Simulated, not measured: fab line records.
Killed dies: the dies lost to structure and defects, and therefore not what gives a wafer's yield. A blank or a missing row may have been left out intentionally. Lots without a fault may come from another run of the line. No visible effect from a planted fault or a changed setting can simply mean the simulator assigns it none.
Split-lot experiment / flow n5_finfet / 39 wafers read from 7 lots, route of 1938 steps

== THE SPLIT ITSELF ==
At N5_DUMMY_GATE_ETCH_31 (etches SiO2 in C4F6/O2, target depth 82.5 nm, time 27.5 s), the setting target_depth_a was moved away from the recipe's 825 angstrom on 15 of the 39 wafers read, by -7.5% to +11.1%. All remaining wafers had this setting at the recipe value.

Reading taken at the split's own step.

== THE READING ==
etch.depth_nm (the simulator's own value, which no gauge read), in nm, at N5_DUMMY_GATE_ETCH_31 (etches SiO2 in C4F6/O2, target depth 82.5 nm, time 27.5 s). The file gives no usual value for it. Across the 24 wafers here that went through the recipe, the average is 82.07 nm and the standard deviation 1.5 nm.

wafer=L079.1; tool, chamber at the split=rie_diel-01, 2; target_depth_a as run, angstrom=825; against the recipe=recipe; etch.depth_nm, nm=82.85; against lot-mates on the recipe=-
wafer=L079.2; tool, chamber at the split=rie_diel-01, 0; target_depth_a as run, angstrom=825; against the recipe=recipe; etch.depth_nm, nm=82.96; against lot-mates on the recipe=-
wafer=L079.3; tool, chamber at the split=rie_diel-01, 3; target_depth_a as run, angstrom=825; against the recipe=recipe; etch.depth_nm, nm=83; against lot-mates on the recipe=-
wafer=L080.1; tool, chamber at the split=rie_diel-02, 1; target_depth_a as run, angstrom=825; against the recipe=recipe; etch.depth_nm, nm=83.37; against lot-mates on the recipe=-
wafer=L080.2; tool, chamber at the split=rie_diel-02, 3; target_depth_a as run, angstrom=825; against the recipe=recipe; etch.depth_nm, nm=82.36; against lot-mates on the recipe=-
wafer=L080.3; tool, chamber at the split=rie_diel-02, 0; target_depth_a as run, angstrom=825; against the recipe=recipe; etch.depth_nm, nm=82.06; against lot-mates on the recipe=-
wafer=L080.4; tool, chamber at the split=rie_diel-02, 2; target_depth_a as run, angstrom=916.5; against the recipe=+11.1%; etch.depth_nm, nm=89.12; against lot-mates on the recipe=+6.52
wafer=L080.5; tool, chamber at the split=rie_diel-02, 3; target_depth_a as run, angstrom=916.5; against the recipe=+11.1%; etch.depth_nm, nm=91; against lot-mates on the recipe=+8.40
wafer=L080.6; tool, chamber at the split=rie_diel-02, 0; target_depth_a as run, angstrom=916.5; against the recipe=+11.1%; etch.depth_nm, nm=91.27; against lot-mates on the recipe=+8.67
wafer=L081.1; tool, chamber at the split=rie_diel-02, 3; target_depth_a as run, angstrom=825; against the recipe=recipe; etch.depth_nm, nm=81.14; against lot-mates on the recipe=-
wafer=L081.2; tool, chamber at the split=rie_diel-02, 0; target_depth_a as run, angstrom=767.7; against the recipe=-6.9%; etch.depth_nm, nm=75.22; against lot-mates on the recipe=-6.00
wafer=L081.3; tool, chamber at the split=rie_diel-02, 2; target_depth_a as run, angstrom=825; against the recipe=recipe; etch.depth_nm, nm=79.77; against lot-mates on the recipe=-
wafer=L081.4; tool, chamber at the split=rie_diel-02, 1; target_depth_a as run, angstrom=825; against the recipe=recipe; etch.depth_nm, nm=82.76; against lot-mates on the recipe=-
wafer=L081.5; tool, chamber at the split=rie_diel-02, 2; target_depth_a as run, angstrom=767.7; against the recipe=-6.9%; etch.depth_nm, nm=73.86; against lot-mates on the recipe=-7.36
wafer=L081.6; tool, chamber at the split=rie_diel-02, 1; target_depth_a as run, angstrom=767.7; against the recipe=-6.9%; etch.depth_nm, nm=77.12; against lot-mates on the recipe=-4.10
wafer=L082.1; tool, chamber at the split=rie_diel-02, 0; target_depth_a as run, angstrom=763.3; against the recipe=-7.5%; etch.depth_nm, nm=74.86; against lot-mates on the recipe=-6.49
wafer=L082.2; tool, chamber at the split=rie_diel-02, 3; target_depth_a as run, angstrom=763.3; against the recipe=-7.5%; etch.depth_nm, nm=75.77; against lot-mates on the recipe=-5.58
wafer=L082.3; tool, chamber at the split=rie_diel-02, 2; target_depth_a as run, angstrom=825; against the recipe=recipe; etch.depth_nm, nm=79.18; against lot-mates on the recipe=-
wafer=L082.4; tool, chamber at the split=rie_diel-02, 1; target_depth_a as run, angstrom=825; against the recipe=recipe; etch.depth_nm, nm=82.81; against lot-mates on the recipe=-
wafer=L082.5; tool, chamber at the split=rie_diel-02, 1; target_depth_a as run, angstrom=825; against the recipe=recipe; etch.depth_nm, nm=82.06; against lot-mates on the recipe=-
wafer=L082.6; tool, chamber at the split=rie_diel-02, 0; target_depth_a as run, angstrom=763.3; against the recipe=-7.5%; etch.depth_nm, nm=74.9; against lot-mates on the recipe=-6.45
wafer=L089.1; tool, chamber at the split=rie_diel-03, 2; target_depth_a as run, angstrom=916; against the recipe=+11.0%; etch.depth_nm, nm=91.99; against lot-mates on the recipe=+9.22
wafer=L089.2; tool, chamber at the split=rie_diel-03, 1; target_depth_a as run, angstrom=825; against the recipe=recipe; etch.depth_nm, nm=80.73; against lot-mates on the recipe=-
wafer=L089.3; tool, chamber at the split=rie_diel-03, 3; target_depth_a as run, angstrom=825; against the recipe=recipe; etch.depth_nm, nm=84.83; against lot-mates on the recipe=-
wafer=L089.4; tool, chamber at the split=rie_diel-03, 0; target_depth_a as run, angstrom=916; against the recipe=+11.0%; etch.depth_nm, nm=90.61; against lot-mates on the recipe=+7.84
wafer=L089.5; tool, chamber at the split=rie_diel-03, 1; target_depth_a as run, angstrom=916; against the recipe=+11.0%; etch.depth_nm, nm=89.55; against lot-mates on the recipe=+6.78
wafer=L089.6; tool, chamber at the split=rie_diel-03, 2; target_depth_a as run, angstrom=825; against the recipe=recipe; etch.depth_nm, nm=82.75; against lot-mates on the recipe=-
wafer=L090.1; tool, chamber at the split=rie_diel-02, 3; target_depth_a as run, angstrom=887.8; against the recipe=+7.6%; etch.depth_nm, nm=88.15; against lot-mates on the recipe=+6.34
wafer=L090.2; tool, chamber at the split=rie_diel-02, 2; target_depth_a as run, angstrom=825; against the recipe=recipe; etch.depth_nm, nm=79.1; against lot-mates on the recipe=-
wafer=L090.3; tool, chamber at the split=rie_diel-02, 0; target_depth_a as run, angstrom=825; against the recipe=recipe; etch.depth_nm, nm=85.43; against lot-mates on the recipe=-
wafer=L090.4; tool, chamber at the split=rie_diel-02, 1; target_depth_a as run, angstrom=825; against the recipe=recipe; etch.depth_nm, nm=80.89; against lot-mates on the recipe=-
wafer=L090.5; tool, chamber at the split=rie_diel-02, 1; target_depth_a as run, angstrom=887.8; against the recipe=+7.6%; etch.depth_nm, nm=87.72; against lot-mates on the recipe=+5.91
wafer=L090.6; tool, chamber at the split=rie_diel-02, 0; target_depth_a as run, angstrom=887.8; against the recipe=+7.6%; etch.depth_nm, nm=91.45; against lot-mates on the recipe=+9.64
wafer=L097.1; tool, chamber at the split=rie_diel-01, 3; target_depth_a as run, angstrom=825; against the recipe=recipe; etch.depth_nm, nm=82.5; against lot-mates on the recipe=-
wafer=L097.2; tool, chamber at the split=rie_diel-01, 2; target_depth_a as run, angstrom=825; against the recipe=recipe; etch.depth_nm, nm=81.64; against lot-mates on the recipe=-
wafer=L097.3; tool, chamber at the split=rie_diel-01, 1; target_depth_a as run, angstrom=825; against the recipe=recipe; etch.depth_nm, nm=82.49; against lot-mates on the recipe=-
wafer=L097.4; tool, chamber at the split=rie_diel-01, 0; target_depth_a as run, angstrom=825; against the recipe=recipe; etch.depth_nm, nm=81.9; against lot-mates on the recipe=-
wafer=L097.5; tool, chamber at the split=rie_diel-01, 3; target_depth_a as run, angstrom=825; against the recipe=recipe; etch.depth_nm, nm=81.91; against lot-mates on the recipe=-
wafer=L097.6; tool, chamber at the split=rie_diel-01, 2; target_depth_a as run, angstrom=825; against the recipe=recipe; etch.depth_nm, nm=81.11; against lot-mates on the recipe=-

FIT RESULTS
A straight line over all 39 wafers: etch.depth_nm changes by +0.843 nm for each +1% of target_depth_a; r = +0.96; the points scatter about the line by 1.5 nm.
The same after taking each lot's own level away (the mean of its wafers on the recipe; 39 wafers): +0.782 nm for each +1%; r = +0.95; scatter 1.4 nm.
Per that fit: largest target_depth_a move, reading shift of 8.7 nm.
The span of the lots' own levels, 81.223 to 82.937 nm, comes to 1.2 times the standard deviation stated above.
The two slopes agree, so the slope changes little with the lot-to-lot level.
Check: for one of the wafers moved furthest among these (+11.1%), held out of the fit, the line's prediction against its lot-mates is +8.86 nm. It came out at +6.52 nm against them.

== OTHER SPLITS ON THESE WAFERS ==
Other splits were also applied to these wafers ahead of the reading. Each is held against what the fit with the lots' levels taken away leaves over:
other split on the same wafers=N5_PMOS_HMC_CHANNEL_EPI_EPI_20 temp_c; wafers away from the commonest value=15; r with etch.depth_nm (lot level and that fit taken away)=-0.04
other split on the same wafers=N5_FIN_SAQP_ETCH_69 target_depth_a; wafers away from the commonest value=18; r with etch.depth_nm (lot level and that fit taken away)=+0.16
other split on the same wafers=N5_DUMMY_GATE_HM_DEP_06 target_thk_a; wafers away from the commonest value=18; r with etch.depth_nm (lot level and that fit taken away)=-0.13

== FILE'S OWN FIT ==
etch.depth_nm changes by +0.78 nm for each +1% of target_depth_a, r = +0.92.
